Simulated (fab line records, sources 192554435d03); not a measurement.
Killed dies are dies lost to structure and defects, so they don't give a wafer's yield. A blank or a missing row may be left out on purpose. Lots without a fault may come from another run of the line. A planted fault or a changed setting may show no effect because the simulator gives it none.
Which tool did it? | flow n5_finfet | 10 lots, 30 wafers sampled, at 1 step of a route of 1938

WHAT THE GAUGES READ, wafer by wafer
N5_BEOL_M11_INSPECT_13: inspects for defects (brightfield). Usual: raw_defect_count 433, standard deviation 110.
lot  | measured     | on                | raw_defect_count | flag
L821 | day 10 10:26 | defect_inspect-02 | 326 314 275      |
L822 | day 10 22:27 | defect_inspect-01 | 326 475 320      |
L823 | day 11 02:14 | defect_inspect-01 | 454 375 559      |
L826 | day 11 22:56 | defect_inspect-01 | 443 283 345      |
L831 | day 12 06:02 | defect_inspect-01 | 382 330 432      |
L837 | day 14 07:31 | defect_inspect-01 | 424 320 378      |
L839 | day 14 18:49 | defect_inspect-01 | 602 748 514      |
L840 | day 15 04:45 | defect_inspect-02 | 478 568 461      |
L843 | day 15 21:34 | defect_inspect-02 | 632 533 504      |
L844 | day 16 01:46 | defect_inspect-01 | 346 419 400      |

WHICH TOOL RAN EACH LOT (tool, then ch and the chambers of the sampled wafers, then the start)
The record holds no process step before these readings.

WHAT THE TOOLS THEMSELVES READ (means of the sampled wafers that have a number; where no wafer has one, the mark that the record gives instead)
The record holds no such reading with a usual standard deviation.

THE ANSWER, worked out from the rows above alone
Rule: a lot is off if the mean of its wafers that have a number lies more than 3 standard deviations from the usual mean. A lot without any number at a reading at which 4 lots or more have one is off too. The other lots that the step has rows for count as sound. The gauges are gone through in route order, then the tools' own readings, and for those a lot's mean is taken as printed above. The first step at which some lot is off is used, and at that step the reading that is off furthest; a lot without a number counts as furthest.
No lot is off at any reading shown: from this, nothing can be told.

WHAT THE SIMULATOR HAD PUT IN
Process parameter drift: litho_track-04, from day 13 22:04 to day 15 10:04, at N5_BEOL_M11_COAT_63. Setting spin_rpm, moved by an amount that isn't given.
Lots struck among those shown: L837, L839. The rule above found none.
